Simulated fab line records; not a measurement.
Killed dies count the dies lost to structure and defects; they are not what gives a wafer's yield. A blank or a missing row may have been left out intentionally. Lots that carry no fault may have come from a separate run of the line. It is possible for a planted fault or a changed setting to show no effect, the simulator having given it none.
fab line records ; flow n5-finfet
[record] lots = 6; wafers = 18; last-day = 21
route steps=1938 shown PMOS_HMC_CHANNEL_EPI@59 BEOL_M4@1111 PASSIVATION@1936
lots untouched by any fault: they come from a run of this same line in which no faults occurred
start-h: start of the lot's first displayed wafer, in hours after the record's first day ; wait-h: how many hours have passed since the lot's step before this one ; " repeats the value in the row above ; L1.1+2: one row covering several wafers at once ; - no value, or no start was given ; * or withheld: withheld ; < > ~ a bound
route shown NAME@n: a module of which the file shows steps, and the number in the route of the first ; usual: mean/standard deviation taken from wafers without a fault ; same: alike in all rows ; chamber/n: place in a boat ; sites: readings site by site ; _std_site: standard deviation of those values ; _edge_site: inner sites' mean taken away from outer sites' mean ; radius-mm: how far each site lies from the wafer's centre ; mask NAME#n: copy n ; behind: the last tool/chamber to shape the wafer ; hold: reason for holding the lot/hours on hold/outcome of the hold ; device: which transistor (n, p or np) failed to switch ; end of line: the route-end tests of the same wafers ; for a step that has no rows: nothing shown but its recipe ; killed: dies lost to structure and defects at the first sort, not the wafer's yield ; map: a wafer's dies, x killed, . not, _ none there
set.NAME: the setting as run; set.NAME@STEP: as run at that earlier step ; model.NAME: the simulator's own value behind a step, which no gauge read
lots seen at some steps along the route; tables by step, rows by wafer
services: the hour from which a tool's chamber was out of use, counted from the record's first day as start-h (under 0 if before that day), plus the number of hours and why
[[steps]]
[step N5_PMOS_HMC_CHANNEL_EPI_COAT_03]
[recipe] resist = CAR-ArF-block; spin-rpm = 1500; resist-thk-nm = 205
[step N5_PMOS_HMC_CHANNEL_EPI_EBR_05]
[recipe] solvent = PGMEA; ebr-width-mm = 1.5
[step N5_PMOS_HMC_CHANNEL_EPI_SOFTBAKE_04]
[recipe] temp-c = 110; time-s = 60; resist = CAR-ArF-block
[step N5_PMOS_HMC_CHANNEL_EPI_EXPOSE_06]
[recipe] mask-id = PMOS_HMC_BLK; na = 1.35; source-shape = conventional; sigma-outer = 0.8; polarization = unpolarized; target-cd-nm = 240; dose-mj = 41
[step N5_PMOS_HMC_CHANNEL_EPI_PEB_07]
[recipe] peb-temp-c = 110; peb-time-s = 60; resist = CAR-ArF-block
[step N5_PMOS_HMC_CHANNEL_EPI_DEVELOP_08]
[recipe] develop-time-s = 30; developer = TMAH; resist = CAR-ArF-block; dev-temp-c = 23; rinse-liquid = diw; dry = air-spin
[step N5_PMOS_HMC_CHANNEL_EPI_CD_MEAS_09]
[recipe] target-cd-nm = 237.4; landing-energy-ev = 500; detector = se-inlens
[usual] cd-nm = 237.9/1.2
lot.wafer;tool;chamber;start-h;wait-h;cd-nm
L100.2;cd-sem-02;0;23.12;-;237.9
L100.4;cd-sem-02;0;23.12;-;237.9
L100.5;cd-sem-02;0;23.12;-;238.5
L101.2;cd-sem-03;0;29.54;-;236.4
L101.3;cd-sem-03;0;29.54;-;237.4
L101.5;cd-sem-03;0;29.54;-;237.0
L113.1;cd-sem-01;0;101.15;-;237.2
L113.2;cd-sem-01;0;101.15;-;238.1
L113.4;cd-sem-01;0;101.15;-;237.7
L114.1;cd-sem-03;0;107.12;-;237.7
L114.3;cd-sem-03;0;107.12;-;236.5
L114.5;cd-sem-03;0;107.12;-;237.8
L118.2;cd-sem-01;0;131.58;-;238.4
L118.3;cd-sem-01;0;131.58;-;237.1
L118.4;cd-sem-01;0;131.58;-;238.2
L120.1;cd-sem-02;0;143.17;-;238.0
L120.4;cd-sem-02;0;143.17;-;236.2
L120.6;cd-sem-02;0;143.17;-;238.2
[step N5_PMOS_HMC_CHANNEL_EPI_OVL_MEAS_10]
[recipe] points-per-wafer = 44
[usual] PMOS_HMC_BLK_OVL = 0.0/0.68
lot.wafer;tool;chamber;start-h;wait-h;PMOS_HMC_BLK_OVL[nm]
L100.2;overlay-01;0;23.15;0.0;-0.7
L100.4;overlay-01;0;23.15;0.0;-0.4
L100.5;overlay-01;0;23.15;0.0;0.2
L101.2;overlay-02;0;29.57;0.0;-0.4
L101.3;overlay-02;0;29.57;0.0;-0.4
L101.5;overlay-02;0;29.57;0.0;-0.7
L113.1;overlay-02;0;101.18;0.0;0.0
L113.2;overlay-02;0;101.18;0.0;-0.8
L113.4;overlay-02;0;101.18;0.0;-0.8
L114.1;overlay-01;0;107.15;0.0;-0.5
L114.3;overlay-01;0;107.15;0.0;0.2
L114.5;overlay-01;0;107.15;0.0;0.9
L118.2;overlay-01;0;131.61;0.0;0.5
L118.3;overlay-01;0;131.61;0.0;0.2
L118.4;overlay-01;0;131.61;0.0;0.7
L120.1;overlay-01;0;143.20;0.0;-0.9
L120.4;overlay-01;0;143.20;0.0;-0.6
L120.6;overlay-01;0;143.20;0.0;-1.2
[step N5_PMOS_HMC_CHANNEL_EPI_INSPECT_11]
[recipe] mode = adi; inspect-instrument = macro
[usual] raw-defect-count = 2.1/1.4
lot.wafer;tool;chamber;start-h;wait-h;raw-defect-count
L100.2;defect-inspect-01;-;23.17;0.0;1
L100.4;defect-inspect-01;-;23.17;0.0;2
L100.5;defect-inspect-01;-;23.17;0.0;2
L101.2;defect-inspect-02;-;29.60;0.0;1
L101.3;defect-inspect-02;-;29.60;0.0;4
L101.5;defect-inspect-02;-;29.60;0.0;2
L113.1;defect-inspect-01;-;101.20;0.0;2
L113.2;defect-inspect-01;-;101.20;0.0;2
L113.4;defect-inspect-01;-;101.20;0.0;3
L114.1;defect-inspect-02;-;107.17;0.0;1
L114.3;defect-inspect-02;-;107.17;0.0;0
L114.5;defect-inspect-02;-;107.17;0.0;0
L118.2;defect-inspect-01;-;131.63;0.0;6
L118.3;defect-inspect-01;-;131.63;0.0;1
L118.4;defect-inspect-01;-;131.63;0.0;2
L120.1;defect-inspect-01;-;143.22;0.0;0
L120.4;defect-inspect-01;-;143.22;0.0;0
L120.6;defect-inspect-01;-;143.22;0.0;2
[step N5_PMOS_HMC_CHANNEL_EPI_DESCUM_14]
[recipe] chemistry = O2; time-s = 7.9; source-power-w = 50; bias-power-w = 20; pressure-mtorr = 20; rf-frequency-hz = 2.712e+07; temp-c = 40; resist = CAR-ArF-block; o2-flow-sccm = 225
[usual] drypump-motor-current-A = 5.7/0.38; oes-product-au = 0.81/0.091; rf-vpp-V = 243.6/1.6; showerhead-plenum-p-Torr = 2.12/0.078; throttle-valve-pct = 20.3/0.31
lot.wafer;tool;chamber;start-h;wait-h;drypump-motor-current-A;oes-product-au;rf-hours-counter-h;rf-vpp-V;showerhead-plenum-p-Torr;throttle-valve-pct
L100.2;rie-diel-06;1;23.21;0.0;5.5;0.71;185;244.8;2.16;20.5
L100.4;rie-diel-06;0;23.21;0.0;6.3;0.87;48;244.9;2.13;20.2
L100.5;rie-diel-06;0;23.21;0.0;6.2;0.87;-;244.3;2.13;20.2
L101.2;rie-diel-02;0;29.63;0.0;5.8;0.69;204;243.0;2.09;20.8
L101.3;rie-diel-02;1;29.63;0.0;5.4;0.82;89;243.7;2.04;20.2
L101.5;rie-diel-02;1;29.63;0.0;5.4;0.83;-;243.2;2.04;20.2
L113.1;rie-diel-03;0;101.23;0.0;6.1;0.82;96;244.5;2.14;20.2
L113.2;rie-diel-03;3;101.23;0.0;5.2;0.94;12;245.1;2.20;20.0
L113.4;rie-diel-03;2;101.23;0.0;6.3;0.89;43;246.0;2.21;20.2
L114.1;rie-diel-02;1;107.21;0.0;5.4;0.80;111;241.9;2.03;20.2
L114.3;rie-diel-02;0;107.21;0.0;5.7;0.68;222;245.0;2.09;20.8
L114.5;rie-diel-02;1;107.21;0.0;5.4;0.80;-;241.0;2.03;20.2
L118.2;rie-diel-06;2;131.67;0.0;5.2;0.93;9;244.1;2.12;19.8
L118.3;rie-diel-06;3;131.67;0.0;5.4;0.93;17;241.8;2.02;20.1
L118.4;rie-diel-06;1;131.67;0.0;5.5;0.69;213;244.2;2.15;20.5
L120.1;rie-diel-03;2;143.25;0.0;6.3;0.88;50;243.8;2.21;20.2
L120.4;rie-diel-03;1;143.25;0.0;5.8;0.73;208;244.8;2.18;21.1
L120.6;rie-diel-03;2;143.25;0.0;6.2;0.88;-;244.5;2.21;20.2
[step N5_PMOS_HMC_CHANNEL_EPI_ETCH_32]
[recipe] chemistry = N2/H2; target = BARC; stop-on = SiO2; target-depth-a = 858; over-etch-frac = 0.3; time-s = 50.3; ion-energy-ev = 200; mask-material = CAR-ArF-block; pressure-mtorr = 30; source-w = 840; bias-w = 150; n2-flow-sccm = 200; h2-flow-sccm = 200
[usual] drypump-motor-current-A = 5.7/0.38; n2-flow-sccm = 199.9/0.67; oes-product-au = 0.69/0.075; rf-vpp-V = 524.8/2.6; showerhead-plenum-p-Torr = 2.57/0.1; throttle-valve-pct = 17.8/0.3
lot.wafer;tool;chamber;start-h;wait-h;drypump-motor-current-A;n2-flow-sccm;oes-product-au;rf-hours-counter-h;rf-vpp-V;showerhead-plenum-p-Torr;throttle-valve-pct
L100.2;rie-diel-06;1;23.25;0.0;5.5;199.7;0.62;185;528.2;2.62;17.8
L100.4;rie-diel-06;0;23.25;0.0;6.2;199.9;0.72;48;525.0;2.55;17.3
L100.5;rie-diel-06;0;23.25;0.0;6.3;199.5;0.72;-;524.6;2.55;17.3
L101.2;rie-diel-02;0;29.67;0.0;5.8;200.2;0.59;205;523.4;2.55;18.4
L101.3;rie-diel-02;1;29.67;0.0;5.4;200.5;0.70;89;521.4;2.48;17.7
L101.5;rie-diel-02;1;29.67;0.0;5.4;199.7;0.70;-;521.3;2.48;17.7
L113.1;rie-diel-03;0;101.27;0.0;6.1;199.5;0.70;96;523.3;2.57;17.4
L113.2;rie-diel-03;3;101.27;0.0;5.2;200.4;0.81;12;527.4;2.72;17.8
L113.4;rie-diel-03;2;101.27;0.0;6.3;199.8;0.76;43;527.3;2.72;17.8
L114.1;rie-diel-02;1;107.24;0.0;5.4;199.9;0.68;111;521.5;2.47;17.7
L114.3;rie-diel-02;0;107.24;0.0;5.8;200.0;0.58;222;523.2;2.54;18.4
L114.5;rie-diel-02;1;107.24;0.0;5.4;201.0;0.68;-;523.2;2.47;17.7
L118.2;rie-diel-06;2;131.70;0.0;5.2;199.7;0.79;9;525.4;2.61;17.5
L118.3;rie-diel-06;3;131.70;0.0;5.4;198.7;0.78;17;522.9;2.47;17.5
L118.4;rie-diel-06;1;131.70;0.0;5.5;200.7;0.60;213;525.9;2.61;17.9
L120.1;rie-diel-03;2;143.29;0.0;6.3;198.2;0.75;50;528.9;2.71;17.8
L120.4;rie-diel-03;1;143.29;0.0;5.8;199.5;0.61;208;524.9;2.60;18.3
L120.6;rie-diel-03;2;143.29;0.0;6.3;199.5;0.76;-;528.7;2.71;17.8
[step N5_PMOS_HMC_CHANNEL_EPI_HM_OPEN_15]
[recipe] chemistry = CHF3/O2; target = SiO2; mask-material = CAR-ArF-block; target-depth-a = 406; CHF3_flow_sccm = 50; O2_flow_sccm = 5; Ar_flow_sccm = 200; time-s = 20.3; pressure-mtorr = 30; source-w = 650; bias-w = 170; ion-energy-ev = 200
[usual] drypump-motor-current-A = 5.7/0.38; mfc-ar-sccm = 200.0/0.6; oes-product-au = 0.81/0.093; rf-vpp-V = 521/11; showerhead-plenum-p-Torr = 2.44/0.081; throttle-valve-pct = 18.79/0.26
lot.wafer;tool;chamber;start-h;wait-h;drypump-motor-current-A;mfc-ar-sccm;oes-product-au;rf-hours-counter-h;rf-vpp-V;showerhead-plenum-p-Torr;throttle-valve-pct
L100.2;rie-diel-06;1;23.29;0.0;5.5;198.9;0.70;185;521;2.48;18.92
L100.4;rie-diel-06;0;23.29;0.0;6.2;199.6;0.85;48;511;2.43;18.57
L100.5;rie-diel-06;0;23.29;0.0;6.2;200.0;0.85;-;512;2.43;18.57
L101.2;rie-diel-02;0;29.71;0.0;5.8;198.4;0.69;205;512;2.41;19.20
L101.3;rie-diel-02;1;29.71;0.0;5.4;199.4;0.83;89;527;2.35;18.65
L101.5;rie-diel-02;1;29.71;0.0;5.4;199.3;0.82;-;527;2.35;18.65
L113.1;rie-diel-03;0;101.31;0.0;6.2;198.7;0.85;96;535;2.41;18.44
L113.2;rie-diel-03;3;101.31;0.0;5.2;200.5;0.95;12;517;2.57;18.76
L113.4;rie-diel-03;2;101.31;0.0;6.2;199.5;0.89;43;524;2.53;18.57
L114.1;rie-diel-02;1;107.28;0.0;5.4;200.4;0.81;111;528;2.34;18.69
L114.3;rie-diel-02;0;107.28;0.0;5.8;200.3;0.68;222;512;2.40;19.23
L114.5;rie-diel-02;1;107.28;0.0;5.4;199.9;0.81;-;529;2.34;18.69
L118.2;rie-diel-06;2;131.74;0.0;5.2;199.6;0.92;9;499;2.48;18.51
L118.3;rie-diel-06;3;131.74;0.0;5.4;200.7;0.92;17;535;2.37;18.82
L118.4;rie-diel-06;1;131.74;0.0;5.5;200.4;0.68;213;519;2.47;18.98
L120.1;rie-diel-03;2;143.33;0.0;6.3;200.2;0.89;50;523;2.52;18.58
L120.4;rie-diel-03;1;143.33;0.0;5.8;200.6;0.71;208;517;2.46;19.30
L120.6;rie-diel-03;2;143.33;0.0;6.3;199.5;0.89;-;525;2.52;18.59
[step N5_PMOS_HMC_CHANNEL_EPI_STRIP_33]
[recipe] chemistry = N2/H2; power-w = 500; temp-c = 40; pressure-mtorr = 50; rf-frequency-hz = 6e+07; overash-fraction = 0.3; bias-power-w = 8; h2-frac = 0.5; n2-flow-sccm = 300; h2-flow-sccm = 300
[usual] bias-power-w = 8.001/0.023; chamber-pressure-mTorr = 49.99/0.094; drypump-motor-current-A = 5.7/0.38; n2-flow-sccm = 299.9/0.96; oes-product-au = 0.81/0.092; rf-vpp-V = 54.4/1.6; showerhead-plenum-p-Torr = 3.40/0.13; throttle-valve-pct = 18.8/0.52
lot.wafer;tool;chamber;start-h;wait-h;bias-power-w;chamber-pressure-mTorr;drypump-motor-current-A;n2-flow-sccm;oes-product-au;rf-hours-counter-h;rf-vpp-V;showerhead-plenum-p-Torr;throttle-valve-pct;model.CAR-ArF-block_of_PMOS_HMC_CHANNEL_EPI_COAT_03.thk-nm;model.BARC_of_PMOS_HMC_CHANNEL_EPI_COAT_31.thk-nm
L100.2;rie-diel-06;1;23.35;0.0;7.996;50.12;5.5;300.8;0.71;185;53.2;3.46;18.7;0;0
L100.4;rie-diel-06;0;23.35;0.0;8.017;50.05;6.3;300.2;0.86;48;54.5;3.38;18.0;0;0
L100.5;rie-diel-06;0;23.35;0.0;7.996;49.93;6.3;298.9;0.87;-;54.6;3.37;18.0;0;0
L101.2;rie-diel-02;0;29.76;0.0;8.021;49.99;5.8;301.1;0.69;205;52.1;3.36;19.9;0;0
L101.3;rie-diel-02;1;29.76;0.0;7.987;49.97;5.4;299.5;0.83;89;55.6;3.28;18.8;0;0
L101.5;rie-diel-02;1;29.76;0.0;8.006;49.91;5.4;300.5;0.80;-;52.5;3.28;18.8;0;0
L113.1;rie-diel-03;0;101.37;0.0;-;-;-;-;-;-;-;-;-;80.65;65.79
L113.2;rie-diel-03;3;101.37;0.0;-;-;-;-;-;-;-;-;-;88.24;65.86
L113.4;rie-diel-03;2;101.37;0.0;-;-;-;-;-;-;-;-;-;89.95;66.02
L114.1;rie-diel-02;1;107.34;0.0;-;-;-;-;-;-;-;-;-;87.53;65.93
L114.3;rie-diel-02;0;107.34;0.0;-;-;-;-;-;-;-;-;-;92.26;65.84
L114.5;rie-diel-02;1;107.34;0.0;-;-;-;-;-;-;-;-;-;88.33;66.08
L118.2;rie-diel-06;2;131.80;0.0;8.035;50.12;5.2;300.6;0.92;9;55.8;3.44;18.6;0;0
L118.3;rie-diel-06;3;131.80;0.0;7.960;50.01;5.4;301.5;0.93;17;53.9;3.27;18.3;0;0
L118.4;rie-diel-06;1;131.80;0.0;7.999;49.93;5.5;300.3;0.69;213;54.1;3.44;18.7;0;0
L120.1;rie-diel-03;2;143.39;0.0;8.003;49.91;6.3;299.7;0.87;50;55.7;3.58;19.0;0;0
L120.4;rie-diel-03;1;143.39;0.0;8.014;50.14;5.8;299.2;0.71;208;54.7;3.44;19.5;0;0
L120.6;rie-diel-03;2;143.39;0.0;7.996;49.88;6.3;299.6;0.89;-;54.0;3.58;18.9;0;0
[step N5_PMOS_HMC_CHANNEL_EPI_STRIP_17]
[recipe] chemistry = SPM; time-s = 750; temp-c = 130; h2so4-h2o2-vol-ratio = 4; dry = ipa-marangoni
[step N5_BEOL_M4_RC_MEAS_101]
[usual] DIBL_N = 37.1/2.6; DIBL_P = 38/3; IOFF_N = 0.18/0.052; IOFF_P = 0.25/0.06; ION_N = 678/15; ION_P = 467/8.6; SS_N = 71.7/0.73; SS_P = 73.7/0.89; VT_N = 249/4.3; VT_P = -248/3.8
lot.wafer;tool;chamber;start-h;wait-h;DIBL_N[mV/V];DIBL_P[mV/V];IOFF_N[nA/um];IOFF_P[nA/um];ION_N[uA/um];ION_P[uA/um];SS_N[mV/dec];SS_P[mV/dec];VT_N[mV];VT_P[mV]
L100.2;prober-02;0;228.22;0.2;37.6;40;0.20;0.25;665;451;71.6;74.2;248;-251
L100.4;prober-02;0;228.22;0.2;37.6;40;0.21;0.25;683;463;71.7;73.8;244;-249
L100.5;prober-02;0;228.22;0.2;38.0;40;0.19;0.22;658;446;72.0;74.0;246;-252
L101.2;prober-02;0;245.45;0.2;35.9;34;0.14;0.21;677;468;71.3;71.9;248;-247
L101.3;prober-02;0;245.45;0.2;38.3;38;0.20;0.26;692;473;71.8;73.7;243;-246
L101.5;prober-02;0;245.45;0.2;39.2;37;0.22;0.27;700;475;72.1;73.9;244;-244
L113.1;prober-02;0;316.04;0.0;36.1;36;0.16;0.20;683;463;72.0;72.7;250;-253
L113.2;prober-02;0;316.04;0.0;35.2;36;0.15;0.21;671;457;72.2;73.5;249;-252
L113.4;prober-02;0;316.04;0.0;33.3;34;0.11;0.17;652;459;71.0;72.6;257;-252
L114.1;prober-01;0;317.15;0.0;35.4;36;0.13;0.21;662;464;71.3;73.9;255;-251
L114.3;prober-01;0;317.15;0.0;35.0;36;0.13;0.22;669;464;70.7;73.9;254;-249
L114.5;prober-01;0;317.15;0.0;36.1;38;0.15;0.25;682;473;71.1;74.1;250;-247
L118.2;prober-01;0;348.81;0.2;38.7;41;0.21;0.26;686;463;72.1;74.4;248;-248
L118.3;prober-01;0;348.81;0.2;38.3;40;0.20;0.23;684;463;71.8;74.2;245;-250
L118.4;prober-01;0;348.81;0.2;34.2;37;0.13;0.20;666;464;70.8;72.9;253;-252
L120.1;prober-01;0;402.57;0.0;39.9;41;0.24;0.31;703;485;71.7;75.0;244;-243
L120.4;prober-01;0;402.57;0.0;39.5;41;0.23;0.29;687;474;72.1;74.5;246;-246
L120.6;prober-01;0;402.57;0.0;39.4;39;0.21;0.24;687;469;71.5;74.3;248;-248
[step N5_PASSIVATION_PROBE_49]
[usual] defect-limited-yield = 91.4/1.4; killed_at_M0_to_M3 = 34/9.1; killed_at_M4_up = 14/5.2; killed-at-contacts = 12/6.4; killed-at-front-end = 38/11; killed-at-other = 3.7/2.8; killed-dies = 102/17; killed-open = 68/13; killed-short = 32/7.8; sort_bin_5_function = 5.1/1; sort_bin_6_memory = 3.2/0.66; sort_bin_8_speed = 0.1/0.92; sort-n-pass = 1076/19; sort-yield-pct = 91.2/1.6
[same] gross-dies = 1180; killed-at-back-side = 0; sort_bin_4_leakage[%] = 0
lot.wafer;tool;chamber;start-h;wait-h;defect-limited-yield[%];killed_at_M0_to_M3;killed_at_M4_up;killed-at-contacts;killed-at-front-end;killed-at-other;killed-dies;killed-open;killed-short;sort_bin_5_function[%];sort_bin_6_memory[%];sort_bin_8_speed[%];sort-n-pass;sort-yield-pct[%]
L101.2;prober-01;-;350.26;0.1;93.1;27;15;7;30;2;81;49;30;4.3;2.3;0;1099;93.1
L101.3;prober-01;-;350.31;0.1;93.4;31;17;5;22;3;78;51;25;4.0;2.5;0;1102;93.4
L101.5;prober-01;-;350.41;0.2;93.8;33;14;5;18;3;73;56;15;3.6;2.5;0;1107;93.8
L114.1;prober-02;-;422.42;0.0;92.9;20;14;14;32;4;84;44;36;3.8;2.9;0;1096;92.9
L114.3;prober-02;-;422.52;0.1;88.5;46;24;29;34;3;136;104;30;6.7;4.5;0;1044;88.5
L114.5;prober-02;-;422.62;0.2;87.0;43;20;12;71;7;153;112;40;8.1;4.6;0;1027;87.0
L113.1;prober-01;-;426.32;0.0;89.7;47;19;11;34;10;121;73;45;5.8;4.1;0.1;1059;89.7
L113.2;prober-01;-;426.37;0.1;93.8;12;11;12;35;3;73;43;29;3.6;1.9;0;1107;93.8
L113.4;prober-01;-;426.47;0.2;90.8;37;22;7;41;2;109;62;42;5.0;3.7;0;1071;90.8
L118.2;prober-01;-;450.93;0.1;89.4;45;17;20;39;4;125;77;48;6.5;3.6;0;1055;89.4
L118.3;prober-01;-;450.98;0.1;91.2;48;7;12;34;3;104;59;45;5.3;3.5;0;1076;91.2
L118.4;prober-01;-;451.03;0.2;89.2;42;18;13;52;2;127;88;37;7.0;3.4;0;1053;89.2
// killed by level:class
L101.2 BEOL_M0_SAQP:geometric-particle:short=6 GATE_CUT:geometric-particle:short=5 BEOL_M0_SAQP:geometric-particle:open=5 MOL_CONTACT_COAG:geometric-particle:open=5 STI_FIN_REVEAL:geometric-particle:open=4 GATE_CUT:geometric-particle:open=4 BEOL_M1:geometric-particle:open=4 BEOL_M2:geometric-particle:open=4
L101.3 BEOL_M0_SAQP:geometric-particle:open=9 BEOL_M1:geometric-particle:open=7 STI_FIN_REVEAL:geometric-particle:open=6 BEOL_M4:geometric-particle:open=6 BEOL_M0_SAQP:geometric-particle:short=5 BEOL_M2:geometric-particle:short=4 BEOL_M2:geometric-particle:open=4 STARTING-WAFER:geometric-particle:short=4
L101.5 BEOL_M0_SAQP:geometric-particle:open=11 BEOL_M0_SAQP:geometric-particle:short=7 BEOL_M2:geometric-particle:open=7 STI_FIN_REVEAL:geometric-particle:open=6 MOL_CONTACT_COAG:geometric-particle:open=5 BEOL_M1:geometric-particle:open=5 BEOL_M5:geometric-particle:open=5 GATE_CUT:geometric-particle:open=3
L114.1 STI_FIN_REVEAL:geometric-particle:open=10 MOL_CONTACT_COAG:geometric-particle:open=10 BEOL_M0_SAQP:geometric-particle:short=5 BEOL_M1:geometric-particle:open=5 STI_FIN_REVEAL:geometric-particle:short=4 MOL_CONTACT_COAG:geometric-particle:short=4 BEOL_M13:coat-microbubble-printed=4 FIN_SAQP:geometric-particle:open=3
L114.3 MOL_CONTACT_COAG:geometric-particle:open=23 BEOL_M4:geometric-particle:open=17 STI_FIN_REVEAL:geometric-particle:open=14 BEOL_M0_SAQP:geometric-particle:open=13 BEOL_M1:geometric-particle:open=9 BEOL_M2:geometric-particle:open=8 DUMMY_GATE:geometric-particle:open=6 MOL_CONTACT_COAG:geometric-particle:short=6
L114.5 STI_FIN_REVEAL:geometric-particle:open=42 FIN_SAQP:geometric-particle:open=11 BEOL_M0_SAQP:geometric-particle:short=11 BEOL_M2:geometric-particle:open=11 BEOL_M0_SAQP:geometric-particle:open=10 BEOL_M4:geometric-particle:open=9 MOL_CONTACT_COAG:geometric-particle:short=7 MOL_CONTACT_COAG:geometric-particle:open=5
L113.1 BEOL_M0_SAQP:geometric-particle:open=14 BEOL_M4:geometric-particle:open=12 BEOL_M0_SAQP:geometric-particle:short=12 FIN_SAQP:geometric-particle:short=9 MOL_CONTACT_COAG:geometric-particle:open=8 FIN_SAQP:geometric-particle:open=7 BEOL_M3:geometric-particle:open=5 STI_FIN_REVEAL:geometric-particle:open=4
L113.2 MOL_CONTACT_COAG:geometric-particle:open=10 FIN_SAQP:geometric-particle:open=9 FIN_SAQP:geometric-particle:short=6 DUMMY_GATE:geometric-particle:open=5 BEOL_M4:geometric-particle:short=5 BEOL_M4:geometric-particle:open=4 STI_FIN_REVEAL:geometric-particle:short=3 GATE_CUT:geometric-particle:short=3
L113.4 BEOL_M0_SAQP:geometric-particle:short=12 BEOL_M0_SAQP:geometric-particle:open=10 DUMMY_GATE:geometric-particle:open=8 FIN_SAQP:geometric-particle:open=7 FIN_SAQP:geometric-particle:short=7 BEOL_M4:geometric-particle:open=7 MOL_CONTACT_COAG:geometric-particle:open=6 BEOL_M4:geometric-particle:short=6
L118.2 FIN_SAQP:geometric-particle:short=15 MOL_CONTACT_COAG:geometric-particle:open=13 BEOL_M3:geometric-particle:open=10 BEOL_M4:geometric-particle:open=8 BEOL_M2:geometric-particle:open=8 MOL_CONTACT_COAG:geometric-particle:short=7 BEOL_M0_SAQP:geometric-particle:open=7 BEOL_M0_SAQP:geometric-particle:short=6
L118.3 BEOL_M0_SAQP:geometric-particle:short=16 MOL_CONTACT_COAG:geometric-particle:open=11 FIN_SAQP:geometric-particle:short=10 BEOL_M3:geometric-particle:open=9 FIN_SAQP:geometric-particle:open=7 BEOL_M0_SAQP:geometric-particle:open=6 BEOL_M1:geometric-particle:open=6 GATE_CUT:geometric-particle:short=5
L118.4 MOL_CONTACT_COAG:geometric-particle:open=13 BEOL_M2:geometric-particle:open=12 DUMMY_GATE:geometric-particle:open=10 FIN_SAQP:geometric-particle:open=9 FIN_SAQP:geometric-particle:short=9 BEOL_M0_SAQP:geometric-particle:open=8 BEOL_M3:geometric-particle:open=8 BEOL_M4:geometric-particle:open=8
[[services]]
tool;chamber;start-h;hours;kind
rie-diel-03;3;33.05;-;clean
rie-diel-03;3;33.05;-;consumable-replace:focus-ring
rie-diel-03;3;33.05;-;consumable-replace:showerhead
rie-diel-03;3;33.05;25.3;scheduled-down
rie-diel-03;3;33.05;25.3;vent-cycle
rie-diel-06;3;34.14;-;clean
rie-diel-06;3;34.14;-;consumable-replace:focus-ring
rie-diel-06;3;34.14;17.4;scheduled-down
rie-diel-06;3;34.14;17.4;vent-cycle
rie-diel-03;1;42.31;1.9;repair
rie-diel-06;2;51.91;-;clean
rie-diel-06;2;51.91;-;consumable-replace:focus-ring
rie-diel-06;2;51.91;21.0;scheduled-down
rie-diel-06;2;51.91;21.0;vent-cycle
rie-diel-02;0;58.65;9.9;repair
rie-diel-06;-;105.21;0.6;repair
rie-diel-02;1;124.87;2.3;repair
[[key]]
[first-sign] step = N5_PMOS_HMC_CHANNEL_EPI_STRIP_33; reading = tool-record; direction = missing
effect none on later readings
[model-effect] step = N5_PMOS_HMC_CHANNEL_EPI_STRIP_33; value = CAR-ArF-block_of_PMOS_HMC_CHANNEL_EPI_COAT_03.thk-nm; without = 0; struck = 87.83
met-at N5_PMOS_HMC_CHANNEL_EPI_STRIP_33
struck-wafers L113.1,L113.2,L113.4,L114.1,L114.3,L114.5
onset-between 29.76 101.37
[fault] kind = skipped-step-whole; tool = rie-diel-02,rie-diel-03; chamber = -; onset-h = 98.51; steps = N5_PMOS_HMC_CHANNEL_EPI_STRIP_33; scope = struck-lots-only
